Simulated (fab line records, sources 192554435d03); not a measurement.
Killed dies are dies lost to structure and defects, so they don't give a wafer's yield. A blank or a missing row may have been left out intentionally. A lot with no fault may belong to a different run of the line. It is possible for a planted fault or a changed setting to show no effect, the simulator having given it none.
Matching of chambers + flow n5_finfet + N5_GATE_CUT_HM_DEP_46 on pecvd-03 has 3 sister chambers
The step deposits SiO2 from TEOS/O2, target thk 130 nm, time 26.6 s. 3 wafers are shown with their chamber, then 11 later ones without.

== WAFERS, EACH WITH ITS CHAMBER ==
| wafer  | chamber | throttle_valve_pct (%) |
|--------|---------|------------------------|
| L086.4 | 2       | 16.7                   |
| L092.6 | 0       | 19.6                   |
| L094.2 | 1       | 18.0                   |

== WAFERS MISSING THEIR CHAMBER ==
| wafer  | throttle_valve_pct (%) |
|--------|------------------------|
| L094.3 | 19.9                   |
| L094.6 | 18.1                   |
| L095.1 | 20.0                   |
| L095.2 | 16.8                   |
| L095.3 | 18.2                   |
| L095.4 | 19.9                   |
| L095.5 | 16.6                   |
| L095.6 | 18.0                   |
| L096.1 | 18.0                   |
| L096.2 | 16.7                   |
| L096.4 | 16.8                   |

== THE CHAMBER EACH PASSED THROUGH ==
| wafer  | from the rows above | in truth |
|--------|---------------------|----------|
| L094.3 | 0                   | 0        |
| L094.6 | 1                   | 1        |
| L095.1 | 0                   | 0        |
| L095.2 | 2                   | 2        |
| L095.3 | 1                   | 1        |
| L095.4 | 0                   | 0        |
| L095.5 | 2                   | 2        |
| L095.6 | 1                   | 1        |
| L096.1 | 1                   | 1        |
| L096.2 | 2                   | 2        |
| L096.4 | 2                   | 2        |
Correct placement for 11 of the 11. Can't be placed from these rows: 0. Wrongly placed: 0.
How it was worked out, from the rows above alone: a wafer's distance from a chamber is the root of the sum, over the readings, of the square of ((its reading less the chamber's mean) divided by the reading's scatter). The wafer belongs to the nearest chamber; if the next one is less than 2 further off, it can't be placed. A chamber's mean is the mean of its shown wafers. The scatter (one wafer shown for each chamber): square how far every hidden wafer sits from the nearest shown wafer, average those squares and take the square root.
